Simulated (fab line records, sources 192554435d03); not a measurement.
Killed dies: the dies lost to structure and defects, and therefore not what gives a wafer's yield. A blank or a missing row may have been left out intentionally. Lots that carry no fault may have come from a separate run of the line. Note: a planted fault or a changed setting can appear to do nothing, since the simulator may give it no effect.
Comparing a struck lot with a sound one :: flow n5_finfet :: 17 steps out of a route of 1938
Sound: wafers L887.1, L887.3, L887.4. Struck: wafer L893.5; the same lot's L893.4 was not struck, so it is left out; see the end for the cause.
Order at every step that has rows: each side's tool, ch and its chambers, its first start. Under that, the readings that differ: sound wafers :: struck wafers :: difference of the means :: sigmas: that difference in standard deviations of wafers without a fault.
alike: a reading whose means differ by less than 2 such deviations, as well as words and numbers matching on both sides. not compared: withheld readings; readings where some wafer has no value; bounds like >300 that might hide an equal value; numbers whose values overlap and for which the record gives no deviation.
The two part at a step that has a row with sigmas, a row that says differs or no value, or rows on one side only. Numbers that don't overlap but have no deviation are shown without sigmas and don't part them. Lack of a reading on every wafer of one side parts them only where that side has two or more wafers.

first, 1 step without rows for these wafers: N5_BEOL_M3_ANNEAL_82 (time 240 s).
N5_BEOL_M3_SPUTTER_86: material Cu, target thk 4.5 nm, time 8.29 s.
  sound on pvd_sputter-03, day 9 03:17; struck on pvd_sputter-02, day 11 00:57
  alike: susceptor_temp_C, throttle_valve_pct
then, 4 steps without rows for these wafers: N5_BEOL_M3_ANNEAL_87 (time 240 s); N5_BEOL_M3_SPUTTER_88 (material Cu, target thk 4.5 nm, time 8.29 s); N5_BEOL_M3_ANNEAL_89 (time 240 s); N5_BEOL_M3_SPUTTER_90 (material Cu, target thk 4.5 nm, time 8.29 s).
N5_BEOL_M3_ANNEAL_91: time 240 s.
  sound on pvd_sputter-03, day 9 03:48; struck on pvd_sputter-02, day 11 01:28
  alike: heater_power_w, susceptor_temp_C
N5_BEOL_M3_SPUTTER_92: material Cu, target thk 4.5 nm, time 8.29 s.
  sound on pvd_sputter-03, day 9 03:56; struck on pvd_sputter-02, day 11 01:37
  alike: susceptor_temp_C, throttle_valve_pct
N5_BEOL_M3_ANNEAL_93: time 240 s.
  sound on pvd_sputter-03, day 9 04:01; struck on pvd_sputter-02, day 11 01:41
  alike: heater_power_w, susceptor_temp_C
then, 3 steps without rows for these wafers: N5_BEOL_M3_SPUTTER_94 (material Cu, target thk 4.5 nm, time 8.29 s); N5_BEOL_M3_ANNEAL_95 (time 240 s); N5_BEOL_M3_SPUTTER_96 (material Cu, target thk 4.5 nm, time 8.29 s).
N5_BEOL_M3_ECD_50: material Cu, target thk 300 nm.
  sound on ecd_cu-01 ch 0,1, day 9 04:30; struck on ecd_cu-01 ch 1, day 11 02:11
reading: model.Cu_of_BEOL_M3_ECD_50.thk_nm (nm)
sound: 304.8 304 302.2
struck: 388.8
difference: +85.1
sigmas: 
N5_BEOL_M3_ANNEAL_51: time 90 s.
  sound on rtp_anneal-01 ch 0, day 9 05:45; struck on rtp_anneal-01 ch 0, day 11 02:23
  alike: wafer_temp_C_max
N5_BEOL_M3_CMP_52: polishes, stops on SiOC, t overpolish 6.8 s, target thk 40 nm.
  sound on cmp-03 ch 1,2,3, day 9 06:02; struck on cmp-04 ch 0, day 11 02:40
reading: time_to_endpoint_s (s)
sound: 60.5 63.2 62.6
struck: 80.5
difference: +18.4
sigmas: +6
  alike: motor_current_A, slurry_flow_ml_min
N5_BEOL_M3_THK_MEAS_53: measures by xrf.
  sound on film_metro-01, day 9 06:20; struck on film_metro-02, day 11 02:50
  alike: M3_THK
N5_BEOL_M4_RC_MEAS_101:
  sound on prober-01 ch 0, day 9 16:58; struck on prober-01 ch 0, day 11 15:29
  alike: DIBL_N, DIBL_P, IOFF_N, IOFF_P, ION_N, ION_P, SS_N, SS_P, VT_N, VT_P

== WHERE THEY PART ==
Only at N5_BEOL_M3_CMP_52, as far as this record shows. Later steps at which nothing parts them and some readings are alike: N5_BEOL_M3_THK_MEAS_53, N5_BEOL_M4_RC_MEAS_101.

WHY: what had been put in by the simulator
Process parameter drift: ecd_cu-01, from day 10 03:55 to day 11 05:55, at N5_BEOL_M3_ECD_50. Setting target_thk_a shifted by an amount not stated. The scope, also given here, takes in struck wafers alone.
